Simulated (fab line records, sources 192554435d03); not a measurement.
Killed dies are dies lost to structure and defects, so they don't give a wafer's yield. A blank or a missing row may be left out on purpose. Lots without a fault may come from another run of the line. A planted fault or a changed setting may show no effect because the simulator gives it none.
Chamber matching | flow n5_finfet | N5_BEOL_M3_ETCH_63 on rie_diel-05: 4 sister chambers
The step etches SiARC in CF4, target depth 15.6 nm, time 26 s. 4 wafers are shown with their chamber, then 10 later ones without.

WAFERS WITH THEIR CHAMBER
wafer  | chamber | drypump_motor_current_A (A)
L086.5 | 3       | 5.5
L087.5 | 1       | 5.1
L088.1 | 0       | 6.4
L088.3 | 2       | 6.3

WAFERS WITHOUT THEIR CHAMBER
wafer  | drypump_motor_current_A (A)
L088.4 | 5.5
L089.1 | 6.4
L089.3 | 5.0
L089.6 | 5.0
L094.2 | 5.0
L094.4 | 6.4
L094.6 | 5.5
L097.3 | 6.5
L097.4 | 5.5
L097.5 | 5.5

WHICH CHAMBER EACH WENT THROUGH
wafer  | from the rows above     | in truth
L088.4 | 3                       | 3
L089.1 | can't be placed: 0 or 2 | 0
L089.3 | 1                       | 1
L089.6 | 1                       | 1
L094.2 | 1                       | 1
L094.4 | can't be placed: 0 or 2 | 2
L094.6 | 3                       | 3
L097.3 | can't be placed: 0 or 2 | 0
L097.4 | 3                       | 3
L097.5 | 3                       | 3
Placed correctly: 7 of 10. Can't be placed from these rows: 3 (the true chamber is among the candidates in 3). Placed wrongly: 0.
How it was worked out, from the rows above alone: a wafer's distance from a chamber is the root of the sum, over the readings, of the square of ((its reading less the chamber's mean) divided by the reading's scatter). The wafer belongs to the nearest chamber; if the next one is less than 2 further off, it can't be placed. A chamber's mean is the mean of its shown wafers. The scatter: with one shown wafer a chamber, the root of the mean of the squares of how far each hidden wafer lies from its nearest shown one.
